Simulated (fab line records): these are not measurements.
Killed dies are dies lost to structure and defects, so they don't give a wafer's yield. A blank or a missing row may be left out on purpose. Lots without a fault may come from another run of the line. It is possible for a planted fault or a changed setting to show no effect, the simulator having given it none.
Lot-split experiment ; flow n5 finfet ; on a route of 1938 steps: 7 lots, 39 wafers read

SPLIT DETAILS
At N5_BEOL_M12_ETCH_59 (etches BARC in N2/H2, target depth 89 nm, overetch 26.7 nm, time 67.9 s), the setting target depth a was moved away from the recipe's 890 angstrom on 6 of the 39 wafers read, by +23.3% to +34.7%. The other wafers ran this setting at the recipe's value.

The reading is taken at the split's own step.

THE READING
coat_of_BEOL_M12_COAT_04.thk nm (the simulator's own value, which no gauge read), in nm, at N5_BEOL_M12_ETCH_59 (etches BARC in N2/H2, target depth 89 nm, overetch 26.7 nm, time 67.9 s). The file gives no usual value for it. Average 318.2 nm, standard deviation 1.6 nm, over the 33 wafers here run with the recipe.

wafer;tool, chamber at the split;target depth a as run, angstrom;against the recipe;coat_of_BEOL_M12_COAT_04.thk nm, nm;against lot-mates on the recipe
L075.1;rie diel-01, 3;890;recipe;320.8;-
L075.2;rie diel-01, 0,1;890;recipe;317.8;-
L075.6;rie diel-01, 0,1;890;recipe;317.8;-
L075.3;rie diel-01, 2;890;recipe;318;-
L075.4;rie diel-01, 1;890;recipe;317;-
L075.5;rie diel-01, 2;890;recipe;317.4;-
L077.1;rie diel-01, 1;890;recipe;317.8;-
L077.2;rie diel-01, 3;890;recipe;320.8;-
L077.6;rie diel-01, 1;890;recipe;317.2;-
L078.1;rie diel-01, 1;890;recipe;316.6;-
L078.2;rie diel-01, 2;1097;+23.3%;306;-11.2
L078.3;rie diel-01, 0;1097;+23.3%;308.4;-8.8
L078.4;rie diel-01, 3;1097;+23.3%;307.4;-9.8
L078.5;rie diel-01, 2;890;recipe;317.4;-
L078.6;rie diel-01, 1;890;recipe;317.6;-
L082.1;rie diel-01, 1;1199;+34.7%;297;-20.7
L082.6;rie diel-01, 1;1199;+34.7%;297;-20.7
L082.2;rie diel-01, 0;890;recipe;318;-
L082.3;rie diel-01, 3;890;recipe;320.2;-
L082.4;rie diel-01, 2;1199;+34.7%;298;-19.7
L082.5;rie diel-01, 2;890;recipe;315;-
L083.1;rie diel-01, 2;890;recipe;317;-
L083.2;rie diel-01, 0;890;recipe;319;-
L083.3;rie diel-01, 1;890;recipe;316.2;-
L083.4;rie diel-01, 3;890;recipe;320;-
L083.5;rie diel-01, 0;890;recipe;318.8;-
L083.6;rie diel-01, 3;890;recipe;319.6;-
L087.1;rie diel-01, 3;890;recipe;321.8;-
L087.2;rie diel-01, 2;890;recipe;318.4;-
L087.5;rie diel-01, 2;890;recipe;318.4;-
L087.3;rie diel-01, 1;890;recipe;317;-
L087.4;rie diel-01, 0;890;recipe;320.4;-
L087.6;rie diel-01, 1;890;recipe;316.8;-
L093.1;rie diel-03, 0;890;recipe;317.2;-
L093.2;rie diel-03, 2;890;recipe;320;-
L093.3;rie diel-03, 1;890;recipe;319.4;-
L093.4;rie diel-03, 3;890;recipe;316;-
L093.5;rie diel-03, 1;890;recipe;317.8;-
L093.6;rie diel-03, 0;890;recipe;316.6;-
When a row names more than one chamber, that row covers several wafers, and the file does not tell which wafer ran in which chamber.

FIT RESULTS
A straight line over all 39 wafers: coat_of_BEOL_M12_COAT_04.thk nm changes by -0.562 nm for each +1% of target depth a; r = -0.97; the points scatter about the line by 1.7 nm.
The same after taking each lot's own level away (the mean of its wafers on the recipe; 39 wafers): -0.54 nm for each +1%; r = -0.96; scatter 1.7 nm.
That fit puts the effect of the largest move of target depth a on the reading at 19 nm.
The span of the lots' own levels, 317.20 to 318.80 nm, comes to 1.0 times the standard deviation stated above.
Hence the lot-to-lot level has little effect on the slope; both slopes agree.
Check: with one of the wafers moved furthest among these (+34.7%) left out of the fit, the line predicts -18.1 nm for it against its lot-mates. Against them it came out at -20.7 nm.

FILE'S OWN FIT
coat_of_BEOL_M12_COAT_04.thk nm changes by -0.538 nm for each +1% of target depth a, r = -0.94.
